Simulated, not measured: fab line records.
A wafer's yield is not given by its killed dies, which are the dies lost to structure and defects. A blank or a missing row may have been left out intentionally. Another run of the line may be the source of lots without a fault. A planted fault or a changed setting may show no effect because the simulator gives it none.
Matching of chambers ; flow n5_finfet ; N5_BEOL_M9_DESCUM_33 on rie_diel-01: 4 sister chambers
The step chemistry O2, time 7 s. 4 wafers are shown with their chamber, then 9 later ones without.

== WAFERS, EACH WITH ITS CHAMBER ==
wafer;chamber;showerhead_plenum_p_Torr (Torr)
L080.6;2;2.12
L091.5;1;2.06
L092.3;0;1.98
L092.4;3;2.11

== WAFERS WITH NO CHAMBER GIVEN ==
wafer;showerhead_plenum_p_Torr (Torr)
L095.4;2.10
L095.5;1.98
L095.6;2.10
L096.1;1.97
L096.2;2.06
L096.6;2.11
L097.1;2.06
L097.4;2.11
L097.6;2.06

== CHAMBER TAKEN BY EACH ==
wafer;from the rows above;in truth
L095.4;can't be placed: 3 or 2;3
L095.5;0;0
L095.6;can't be placed: 3 or 2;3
L096.1;0;0
L096.2;1;1
L096.6;can't be placed: 3 or 2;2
L097.1;1;1
L097.4;can't be placed: 3 or 2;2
L097.6;1;1
Correctly placed: 5 of 9. Not placeable from these rows: 4 (in 4, the candidates include the true chamber). Wrongly placed: 0.
How it was worked out, from the rows above alone: a wafer's distance from a chamber is the root of the sum, over the readings, of the square of ((its reading less the chamber's mean) divided by the reading's scatter). If the next closest chamber is less than 2 further off than the closest, the wafer can't be placed; otherwise it belongs to the closest. A chamber's mean is the mean of its shown wafers. The scatter (one wafer shown for each chamber): square how far every hidden wafer sits from the nearest shown wafer, average those squares and take the square root.
